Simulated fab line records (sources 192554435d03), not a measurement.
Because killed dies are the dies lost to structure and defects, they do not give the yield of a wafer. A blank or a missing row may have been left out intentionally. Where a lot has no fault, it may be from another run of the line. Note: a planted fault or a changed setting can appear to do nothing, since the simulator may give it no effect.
Lot-split experiment | flow n5_finfet | 21 wafers read from 7 lots, route of 1938 steps

== ABOUT THE SPLIT ==
At N5_BEOL_M0_ETCH_109 (etches SiCN in CH3F/O2, target depth 8 nm, overetch 2.4 nm, time 27.4 s), the setting bias_w was moved away from the recipe's 75 W on 5 of the 21 wafers read, by -10.4% to +9.4%. The other wafers ran this setting at the recipe's value.

Reading taken at the split's own step.

== THE READING ==
rf_vpp_V, in V, at N5_BEOL_M0_ETCH_109 (etches SiCN in CH3F/O2, target depth 8 nm, overetch 2.4 nm, time 27.4 s). Fault-free wafers of this fab line usually give 297.8 V, standard deviation 1.6 V.

wafer  | tool, chamber at the split | bias_w as run, W | against the recipe | rf_vpp_V, V | against lot-mates on the recipe
L080.2 | rie_diel-05, 3             | 75               | recipe             | 298.6       | -
L080.4 | rie_diel-05, 2             | 75               | recipe             | 298.9       | -
L080.6 | rie_diel-05, 3             | 75               | recipe             | 299.4       | -
L081.1 | rie_diel-04, 0             | 67.2             | -10.4%             | 278.9       | no lot-mate on the recipe
L081.3 | rie_diel-04, 1             | 67.2             | -10.4%             | 277.7       | no lot-mate on the recipe
L081.4 | rie_diel-04, 3             | 67.2             | -10.4%             | 276.2       | no lot-mate on the recipe
L082.2 | rie_diel-05, 3             | 82.08            | +9.4%              | 315.2       | +18.4
L082.3 | rie_diel-05, 1             | 75               | recipe             | 296.2       | -
L082.5 | rie_diel-05, 3             | 75               | recipe             | 297.4       | -
L088.1 | rie_diel-06, 2             | 75               | recipe             | 300.1       | -
L088.3 | rie_diel-06, 3             | 75               | recipe             | 298.8       | -
L088.5 | rie_diel-06, 3             | 75               | recipe             | 297.6       | -
L091.2 | rie_diel-05, 1             | 75               | recipe             | 299.7       | -
L091.3 | rie_diel-05, 3             | 75               | recipe             | 298.3       | -
L091.4 | rie_diel-05, 0             | 75               | recipe             | 300.8       | -
L094.1 | rie_diel-04, 1             | 75               | recipe             | 297.7       | -
L094.3 | rie_diel-04, 2             | 75               | recipe             | 298.1       | -
L094.5 | rie_diel-04, 1             | 80.13            | +6.8%              | 308.8       | +10.9
L097.3 | rie_diel-04, 3             | 75               | recipe             | 295.5       | -
L097.4 | rie_diel-04, 2             | 75               | recipe             | 296.3       | -
L097.6 | rie_diel-04, 0             | 75               | recipe             | 298.7       | -

THE FIT
A straight line over all 21 wafers: rf_vpp_V changes by +1.89 V for each +1% of bias_w; r = +0.99; the points scatter about the line by 1.5 V.
The same after taking each lot's own level away (the mean of its wafers on the recipe; 18 wafers): +1.83 V for each +1%; r = +0.98; scatter 1 V.
The reading moves by 19 V for the largest change in bias_w, on that fit.
From 296.80 to 299.60 V: that is the span of the lots' own levels, equal to 1.8 times the standard deviation above.
The two slopes agree, so the slope changes little with the lot-to-lot level.
Check: +15 V against its lot-mates is what the line predicts for one of the wafers moved furthest among these (+9.4%) when that wafer is left out of the fit. It came out at +18.4 V against them.
Tool readings at the split's step, against how far the setting was moved: rf_vpp_V r = +0.99.

== FURTHER SPLITS ON THESE WAFERS ==
These wafers also went through other splits before the reading. Each is held against what the fit with the lots' levels taken away leaves over:
other split on the same wafers       | wafers away from the commonest value | r with rf_vpp_V (lot level and that fit taken away)
N5_MOL_CONTACT_COAG_COAT_58 spin_rpm | 9                                    | -0.01
N5_MOL_CONTACT_COAG_COAT_64 spin_rpm | 6                                    | -0.12

== FILE'S OWN FIT ==
rf_vpp_V changes by +1.83 V for each +1% of bias_w, r = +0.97.
